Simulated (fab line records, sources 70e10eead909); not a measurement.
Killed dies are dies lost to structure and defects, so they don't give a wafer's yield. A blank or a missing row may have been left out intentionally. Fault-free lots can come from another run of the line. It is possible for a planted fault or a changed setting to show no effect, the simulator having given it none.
One fault through the eyes of 2 desks	flow nandHarc	each desk has only its own numbers; what lay behind them comes last

== DESK OF THE TOOL OWNER: pecvdOnon-02 ==
The tool's own readings at NHARC_A_ONON_D1_DEP_12 (target thk 1000 nm): means of the sampled wafers that have a number, for each lot that ran on this tool. If a lot's mean is further than 4 standard deviations from the usual mean, the lot is out of limits and carries the mark OUT (the distance appears in the brackets).
Columns: A = nh3FlowSccm at NHARC_A_ONON_D1_DEP_12, usual 499.9 sccm
lot	first seen here	A
L722	day 7 13:53	498.8
L723	day 7 21:14	499.2
L732	day 9 23:26	500.0
L733	day 10 04:09	500.1
L734	day 10 23:27	501.6
This desk found nothing out of limits on any of the 5 lots.

== METROLOGY DESK ==
What the gauges read for every lot (on any tool): the sampled wafers with a number, averaged. If a lot's mean is further than 4 standard deviations from the usual mean, the lot is out of limits and carries the mark OUT (the distance appears in the brackets).
Columns: A = thkNm at NHARC_A_ONON_D1_THK_MEAS_14, usual 1002 nm
lot	first seen here	A
L722	day 7 14:25	989
L723	day 7 21:42	996
L732	day 9 23:56	810 (-16) OUT
L733	day 10 04:41	823 (-15) OUT
L735	day 10 23:57	1028
L734	day 10 23:58	810 (-16) OUT
L736	day 11 08:37	1013
L738	day 11 14:43	1019
L739	day 11 19:19	977
L741	day 12 18:07	1019
L743	day 12 22:56	986
L744	day 12 22:57	1004
L745	day 13 11:48	991
This desk finds L732, L733, L734 out of limits, L732 being first, at day 9 23:56 (thkNm at NHARC_A_ONON_D1_THK_MEAS_14). In limits: L722, L723, L735, L736, L738, L739, L741, L743, L744, L745.

== PUT TOGETHER ==
Metrology desk: alarm possible at day 9 23:56 on L732, L733, L734.
Nothing out of limits was seen by the tool owner's desk.
The tool owner's desk has L732, L733, L734 on record, within its limits.
On pecvdOnon-02, each named lot ran NHARC_A_ONON_D1_DEP_12.

== WHAT THE SIMULATOR HAD PUT IN ==
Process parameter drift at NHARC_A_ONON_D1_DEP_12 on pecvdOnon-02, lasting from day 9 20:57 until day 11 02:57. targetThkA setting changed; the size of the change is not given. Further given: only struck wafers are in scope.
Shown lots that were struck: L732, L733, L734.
Per desk, hours elapsed from the start of the fault to the first reading out of limits: for the metrology desk, 3.
